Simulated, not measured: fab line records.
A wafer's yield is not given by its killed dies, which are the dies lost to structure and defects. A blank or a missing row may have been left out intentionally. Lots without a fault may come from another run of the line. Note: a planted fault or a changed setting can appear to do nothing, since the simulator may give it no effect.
Comparing a struck lot with a sound one    flow n5 finfet    16 steps out of a route of 1938
Sound: the wafers L270.1, L270.4, L270.5. Wafers L287.2, L287.3, L287.4 were the ones struck. The cause is given at the end.
At each step with rows: each side's tool, then ch and its chambers, then its first start. Under that, the readings that differ: sound wafers    struck wafers    difference of the means    sigmas: that difference in standard deviations of wafers without a fault.
alike: readings with means less than 2 such deviations apart, plus words and numbers identical on both sides. not compared: withheld readings, readings lacking a value on some wafer, bounds such as >300 that could conceal the same value, and numbers that have no deviation in the record and whose values overlap.
A row with sigmas, a row that says differs or no value, or rows on one side alone: a step with any of these is where the two part. Numbers that have no deviation but don't overlap get no sigmas and don't part them. A reading that every wafer of one side lacks parts them only if that side has two wafers or more.

first, 9 steps without rows for these wafers: N5_SDB_COAT_04 (time 60 s, resist thk 18 nm); N5_SDB_COAT_05 (resist thk 90 nm); N5_SDB_EBR_07; N5_SDB_SOFTBAKE_06 (time 60 s); N5_SDB_EXPOSE_08 (exposes mask SDB); N5_SDB_PEB_09 (peb time 60 s); N5_SDB_DEVELOP_10 (develop time 30 s); N5_SDB_DESCUM_16 (chemistry O2, time 7.9 s); N5_SDB_ETCH_17 (etches SiARC in CF4, target depth 23.4 nm, time 39 s).
N5_SDB_ETCH_18: etches SOC in N2/H2, target depth 100 nm, overetch 20 nm, time 150 s.
  sound on rie diel-03 ch 0,1,2, day 5 00:21; struck on rie diel-04 ch 0,2,3, day 9 01:31
  no value came back on the struck wafers for any of 7 readings (bias w (W), chamber pressure mTorr (mTorr) and others); on the sound wafers bias w (W) reads 149.7 150.4 149.9
reading                                   sound           struck          difference  sigmas
model.CAR-ArF_of_SDB_COAT_05.thk nm (nm)  0 0 0           66.6 66.6 66.6  +66.6       
model.SiARC_of_SDB_COAT_04.thk nm (nm)    12.2 12.4 13.4  18 18 18        +5          
  not compared: rf hours counter h
then, 2 steps without rows for these wafers: N5_SDB_STRIP_19 (strips in N2/H2); N5_SDB_STRIP_21 (strips in CF4).
N5_SDB_HM_OPEN_20: chemistry CH3F/O2, target SiNx, stops on poly-Si, target depth 24 nm.
  sound on rie diel-03 ch 0,1,2, day 5 00:31; struck on rie diel-04 ch 0,2,3, day 9 01:40
reading                sound           struck          difference  sigmas
oes product au (a.u.)  0.72 0.61 0.60  0.34 0.35 0.26  -0.33       -5
  alike: drypump motor current A, rf vpp V, showerhead plenum p Torr, throttle valve pct
  not compared: rf hours counter h
then, 1 step without rows for these wafers: N5_SDB_STRIP_22 (strips in N2/H2).
N5_BEOL_M4_RC_MEAS_101:
  the record has rows for the sound wafers here (prober-01 ch 0, day 10 17:10) and none for the struck ones
-- a jump in the record: the struck wafers' starts before and after are 10 days apart (it breaks off in module BEOL_M4 and resumes in module PASSIVATION, where the first step shown is number 1936 of the route) --
N5_PASSIVATION_PROBE_49:
  sound on prober-01, day 14 20:09; struck on prober-02, day 19 06:27
reading                   sound           struck          difference  sigmas
defect limited yield (%)  91.0 92.5 92.5  0 0 0           -92         -66
killed at front end       42 25 28        1132 1127 1139  +1101       +99 or more
killed dies               106 89 89       1180 1180 1180  +1085       +64
killed on rim             17 5 20         152 152 152     +138        +34
sort_bin_5_function (%)   4.8 4.4 4.6     96.5 97.2 97.3  +92.4       +92
sort n pass               1074 1091 1091  0 0 0           -1085       -21
sort yield pct (%)        91 92 92        0 0 0           -92         -21
  alike: killed_at_M0_to_M3, killed_at_M4_up, killed at contacts, killed at other, killed open, killed short, sort_bin_6_memory

## WHERE THEY PART
First at N5_SDB_ETCH_18; last, within this record, at N5_PASSIVATION_PROBE_49.

WHY: what had been put in by the simulator
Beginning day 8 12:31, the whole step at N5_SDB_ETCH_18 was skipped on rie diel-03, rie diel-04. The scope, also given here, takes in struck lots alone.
